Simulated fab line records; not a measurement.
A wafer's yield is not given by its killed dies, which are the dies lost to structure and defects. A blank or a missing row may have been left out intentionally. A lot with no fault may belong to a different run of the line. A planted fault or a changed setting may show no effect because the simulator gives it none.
Comparing a struck lot with a sound one	flow n5 finfet	13 steps out of a route of 1938
Sound: these wafers, L959.1, L959.4, L959.5. Struck: wafer L967.5 (left out: L967.3, L967.6 of the same lot, which were not struck); the cause appears at the end.
Each step with rows lists, per side, the tool, then ch with its chambers, then its first start. Under that, the readings that differ: sound wafers	struck wafers	difference of the means	sigmas: that difference in standard deviations of wafers without a fault.
alike: words and numbers the same on both sides, and readings whose means are apart by under 2 such deviations; not compared: readings that were withheld, readings missing a value for some wafer, numbers with overlapping values and no deviation given by the record, and bounds like >300 which may hide the same value.
A row with sigmas, a row that says differs or no value, or rows on one side alone: a step with any of these is where the two part. Numbers that don't overlap but have no deviation are shown without sigmas and don't part them. A reading missing from all wafers of one side parts the sides only when that side holds two or more wafers.

first, 9 steps without rows for these wafers: N5_MOL_CONTACT_COAG_DEVELOP_07 (develop time 30 s); N5_MOL_CONTACT_COAG_DESCUM_13 (chemistry O2, time 7 s); N5_MOL_CONTACT_COAG_ETCH_59 (etches underlayer in N2/H2, target depth 13 nm, time 10.4 s); N5_MOL_CONTACT_COAG_ETCH_105 (etches SiARC in CF4, target depth 15.6 nm, time 26 s); N5_MOL_CONTACT_COAG_ETCH_106 (etches SOC in N2/H2, target depth 80 nm, overetch 16 nm, time 120 s); N5_MOL_CONTACT_COAG_STRIP_107 (strips in N2/H2); N5_MOL_CONTACT_COAG_STRIP_108 (strips in N2/H2); N5_MOL_CONTACT_COAG_CONTACT_ETCH_14 (etches SiO2 in C4F6/O2, target depth 27.5 nm, overetch 8.5 nm, time 20 s); N5_MOL_CONTACT_COAG_STRIP_109 (strips in C4F6/O2).
N5_MOL_CONTACT_COAG_ETCH_15: etches SiNx in CH3F/O2, stops on Si:P, target depth 7 nm.
  sound on rie diel-02 ch 0,1, day 6 17:26; struck on rie diel-02 ch 2, day 8 17:50
reading	sound	struck	difference	sigmas
over etch frac	0.75 0.75 0.75	1.5767	+0.8267	
model.SOC_of_MOL_CONTACT_COAG_COAT_103.thk nm (nm)	75.8 75.6 75.6	73.4	-2.3	
  alike: drypump motor current A, oes_ar_750_au, oes product au, rf vpp V, showerhead plenum p Torr, throttle valve pct
  not compared: rf hours counter h
N5_MOL_CONTACT_COAG_ETCH_110: etches Si in CF4/O2, target depth 2.5 nm, time 8 s.
  sound on rie diel-02 ch 0,1, day 6 17:29; struck on rie diel-02 ch 2, day 8 17:53
reading	sound	struck	difference	sigmas
model.SOC_of_MOL_CONTACT_COAG_COAT_103.thk nm (nm)	74.2 74 74	72	-2	
  alike: drypump motor current A, oes_ar_750_au, oes product au, rf vpp V, showerhead plenum p Torr, throttle valve pct
  not compared: rf hours counter h
then, 1 step without rows for these wafers: N5_MOL_CONTACT_COAG_STRIP_98 (strips in N2/H2).
-- a jump in the record: the struck wafers' starts before and after are 5 days apart (it breaks off in module MOL_CONTACT_COAG and resumes in module BEOL_M4, where the first step shown is number 1111 of the route) --
N5_BEOL_M4_RC_MEAS_101:
  sound on prober-01 ch 0, day 10 12:16; struck on prober-01 ch 0, day 13 08:00
  alike: DIBL_N, DIBL_P, IOFF_N, IOFF_P, ION_N, ION_P, SS_N, SS_P, VT_N, VT_P

== WHERE THEY PART ==
Nowhere in this record.

WHY: the cause the simulator had injected
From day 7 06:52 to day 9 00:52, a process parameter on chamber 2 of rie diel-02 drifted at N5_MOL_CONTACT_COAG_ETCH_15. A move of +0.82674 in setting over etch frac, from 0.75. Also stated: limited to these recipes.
